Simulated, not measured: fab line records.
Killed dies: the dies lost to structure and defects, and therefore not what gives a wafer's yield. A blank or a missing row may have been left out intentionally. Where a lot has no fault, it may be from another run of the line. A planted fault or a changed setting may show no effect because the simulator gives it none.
Which tool did it? || flow nandHarc || 72 wafers from 24 lots sampled at 2 of the route's 1159 steps

## WHAT THE GAUGES READ, wafer by wafer
NHARC_A_CONTACT_CD_MEAS_53.
{"lot": "L074", "measured": "day 16 11:24", "on": "cdSem-01", "cdNm (nm)": "189.7 189.8 189.0"}
{"lot": "L075", "measured": "day 16 19:14", "on": "cdSem-01", "cdNm (nm)": "189.6 190.0 189.9"}
{"lot": "L078", "measured": "day 16 22:37", "on": "cdSem-03", "cdNm (nm)": "188.6 189.3 188.6"}
{"lot": "L076", "measured": "day 17 01:58", "on": "cdSem-01", "cdNm (nm)": "189.0 189.3 189.1"}
{"lot": "L077", "measured": "day 17 03:53", "on": "cdSem-03", "cdNm (nm)": "189.7 189.2 189.1"}
{"lot": "L080", "measured": "day 18 11:10", "on": "cdSem-02", "cdNm (nm)": "189.8 190.7 189.5"}
{"lot": "L081", "measured": "day 18 11:37", "on": "cdSem-01", "cdNm (nm)": "188.4 188.6 188.5"}
{"lot": "L082", "measured": "day 18 16:56", "on": "cdSem-03", "cdNm (nm)": "189.0 189.3 188.5"}
{"lot": "L083", "measured": "day 18 18:40", "on": "cdSem-03", "cdNm (nm)": "189.6 189.0 189.4"}
{"lot": "L079", "measured": "day 18 21:38", "on": "cdSem-02", "cdNm (nm)": "189.8 189.6 190.3"}
{"lot": "L084", "measured": "day 18 23:42", "on": "cdSem-02", "cdNm (nm)": "187.6 187.4 187.9"}
{"lot": "L087", "measured": "day 19 08:37", "on": "cdSem-01", "cdNm (nm)": "189.1 189.4 189.2"}
{"lot": "L086", "measured": "day 19 09:40", "on": "cdSem-02", "cdNm (nm)": "189.1 189.4 190.1"}
{"lot": "L085", "measured": "day 20 07:55", "on": "cdSem-01", "cdNm (nm)": "189.5 188.9 189.7"}
{"lot": "L091", "measured": "day 20 12:37", "on": "cdSem-03", "cdNm (nm)": "188.9 188.2 188.3"}
{"lot": "L088", "measured": "day 20 14:52", "on": "cdSem-01", "cdNm (nm)": "189.2 189.2 189.2"}
{"lot": "L090", "measured": "day 20 20:44", "on": "cdSem-02", "cdNm (nm)": "190.7 190.2 189.9"}
{"lot": "L089", "measured": "day 20 21:01", "on": "cdSem-03", "cdNm (nm)": "190.3 189.9 190.1"}
{"lot": "L092", "measured": "day 21 08:02", "on": "cdSem-02", "cdNm (nm)": "190.1 189.6 189.9"}
{"lot": "L093", "measured": "day 21 14:15", "on": "cdSem-02", "cdNm (nm)": "189.7 188.4 188.6"}
{"lot": "L094", "measured": "day 22 02:55", "on": "cdSem-03", "cdNm (nm)": "189.7 189.6 189.5"}
{"lot": "L095", "measured": "day 22 03:07", "on": "cdSem-03", "cdNm (nm)": "188.9 188.3 188.6"}
{"lot": "L096", "measured": "day 22 08:36", "on": "cdSem-03", "cdNm (nm)": "189.0 189.2 188.7"}
{"lot": "L097", "measured": "day 22 08:51", "on": "cdSem-01", "cdNm (nm)": "189.9 190.1 189.4"}

## WHAT TOOL EACH LOT RAN ON (gives the tool, then ch and the chambers of the sampled wafers, and finally the start)
{"lot": "L074", "NHARC_A_CONTACT_ETCH_121": "harCapEtch-02 ch 0,1, day 16 10:25"}
{"lot": "L075", "NHARC_A_CONTACT_ETCH_121": "harCapEtch-02 ch 0,1, day 16 18:14"}
{"lot": "L078", "NHARC_A_CONTACT_ETCH_121": "harCapEtch-01 ch 0,1, day 16 21:37"}
{"lot": "L076", "NHARC_A_CONTACT_ETCH_121": "harCapEtch-03 ch 0,1, day 17 00:57"}
{"lot": "L077", "NHARC_A_CONTACT_ETCH_121": "harCapEtch-01 ch 0,1, day 17 02:51"}
{"lot": "L080", "NHARC_A_CONTACT_ETCH_121": "harCapEtch-01 ch 0,1, day 18 10:10"}
{"lot": "L081", "NHARC_A_CONTACT_ETCH_121": "harCapEtch-02 ch 0,1, day 18 10:37"}
{"lot": "L082", "NHARC_A_CONTACT_ETCH_121": "harCapEtch-03 ch 0,1, day 18 15:56"}
{"lot": "L083", "NHARC_A_CONTACT_ETCH_121": "harCapEtch-01 ch 0, day 18 17:40"}
{"lot": "L079", "NHARC_A_CONTACT_ETCH_121": "harCapEtch-01 ch 0,1, day 18 20:38"}
{"lot": "L084", "NHARC_A_CONTACT_ETCH_121": "harCapEtch-02 ch 0,1, day 18 22:41"}
{"lot": "L087", "NHARC_A_CONTACT_ETCH_121": "harCapEtch-02 ch 0,1, day 19 07:28"}
{"lot": "L086", "NHARC_A_CONTACT_ETCH_121": "harCapEtch-01 ch 0,1, day 19 08:38"}
{"lot": "L085", "NHARC_A_CONTACT_ETCH_121": "harCapEtch-01 ch 0,1, day 20 06:55"}
{"lot": "L091", "NHARC_A_CONTACT_ETCH_121": "harCapEtch-03 ch 0,1, day 20 11:36"}
{"lot": "L088", "NHARC_A_CONTACT_ETCH_121": "harCapEtch-02 ch 0,1, day 20 13:53"}
{"lot": "L090", "NHARC_A_CONTACT_ETCH_121": "harCapEtch-03 ch 0,1, day 20 19:34"}
{"lot": "L089", "NHARC_A_CONTACT_ETCH_121": "harCapEtch-01 ch 0,1, day 20 20:00"}
{"lot": "L092", "NHARC_A_CONTACT_ETCH_121": "harCapEtch-01 ch 0,1, day 21 06:59"}
{"lot": "L093", "NHARC_A_CONTACT_ETCH_121": "harCapEtch-02 ch 0,1, day 21 13:15"}
{"lot": "L094", "NHARC_A_CONTACT_ETCH_121": "harCapEtch-03 ch 0,1, day 22 01:55"}
{"lot": "L095", "NHARC_A_CONTACT_ETCH_121": "harCapEtch-02 ch 0,1, day 22 02:07"}
{"lot": "L096", "NHARC_A_CONTACT_ETCH_121": "harCapEtch-03 ch 0,1, day 22 07:37"}
{"lot": "L097", "NHARC_A_CONTACT_ETCH_121": "harCapEtch-02 ch 0,1, day 22 07:52"}
- NHARC_A_CONTACT_ETCH_121: etches the open film in C4F8/O2/Ar, time 94 s, target depth 922 nm.

## AS READ BY THE TOOLS THEMSELVES (means over the sampled wafers that have a number; for cases with no such wafer, the mark the record gives instead)
NHARC_A_CONTACT_ETCH_121.
{"lot": "L074", "tool": "harCapEtch-02", "oesAirLineAu (a.u.)": 1.013}
{"lot": "L075", "tool": "harCapEtch-02", "oesAirLineAu (a.u.)": 0.995}
{"lot": "L078", "tool": "harCapEtch-01", "oesAirLineAu (a.u.)": 1.005}
{"lot": "L076", "tool": "harCapEtch-03", "oesAirLineAu (a.u.)": 0.995}
{"lot": "L077", "tool": "harCapEtch-01", "oesAirLineAu (a.u.)": 1.000}
{"lot": "L080", "tool": "harCapEtch-01", "oesAirLineAu (a.u.)": 0.985}
{"lot": "L081", "tool": "harCapEtch-02", "oesAirLineAu (a.u.)": 0.991}
{"lot": "L082", "tool": "harCapEtch-03", "oesAirLineAu (a.u.)": 1.008}
{"lot": "L083", "tool": "harCapEtch-01", "oesAirLineAu (a.u.)": 0.971}
{"lot": "L079", "tool": "harCapEtch-01", "oesAirLineAu (a.u.)": 1.004}
{"lot": "L084", "tool": "harCapEtch-02", "oesAirLineAu (a.u.)": 1.017}
{"lot": "L087", "tool": "harCapEtch-02", "oesAirLineAu (a.u.)": 1.016}
{"lot": "L086", "tool": "harCapEtch-01", "oesAirLineAu (a.u.)": 0.976}
{"lot": "L085", "tool": "harCapEtch-01", "oesAirLineAu (a.u.)": 1.014}
{"lot": "L091", "tool": "harCapEtch-03", "oesAirLineAu (a.u.)": 1.006}
{"lot": "L088", "tool": "harCapEtch-02", "oesAirLineAu (a.u.)": 0.980}
{"lot": "L090", "tool": "harCapEtch-03", "oesAirLineAu (a.u.)": 1.018}
{"lot": "L089", "tool": "harCapEtch-01", "oesAirLineAu (a.u.)": 0.999}
{"lot": "L092", "tool": "harCapEtch-01", "oesAirLineAu (a.u.)": 0.996}
{"lot": "L093", "tool": "harCapEtch-02", "oesAirLineAu (a.u.)": 1.005}
{"lot": "L094", "tool": "harCapEtch-03", "oesAirLineAu (a.u.)": 0.975}
{"lot": "L095", "tool": "harCapEtch-02", "oesAirLineAu (a.u.)": 1.013}
{"lot": "L096", "tool": "harCapEtch-03", "oesAirLineAu (a.u.)": 1.019}
{"lot": "L097", "tool": "harCapEtch-02", "oesAirLineAu (a.u.)": 0.998}

## THE ANSWER, worked out from the rows above alone
Rule: what is usual is taken from the lots themselves. Put in order of their means at a reading, lots are off if they are a third of the lots or fewer, leave a main group of 4 or more, and stand apart from it by a gap of 3 or more times the standard deviation of the main group's means; of several such gaps the widest counts. A main group is skipped when, at the precision printed for the reading in the tables above, its means are all equal. A lot without any number at a reading at which 4 lots or more have one is off too. Any other lot the step has rows for is counted as sound. Order of review: gauges by route order, followed by the tools' own readings, for which a lot's mean as printed above is used. At the first step where some lot is off, the reading lying furthest off is the one used; lots without a number count as furthest.
No lot is off at any reading shown: from this, nothing can be told.

## WHAT HAD BEEN PUT IN BY THE SIMULATOR
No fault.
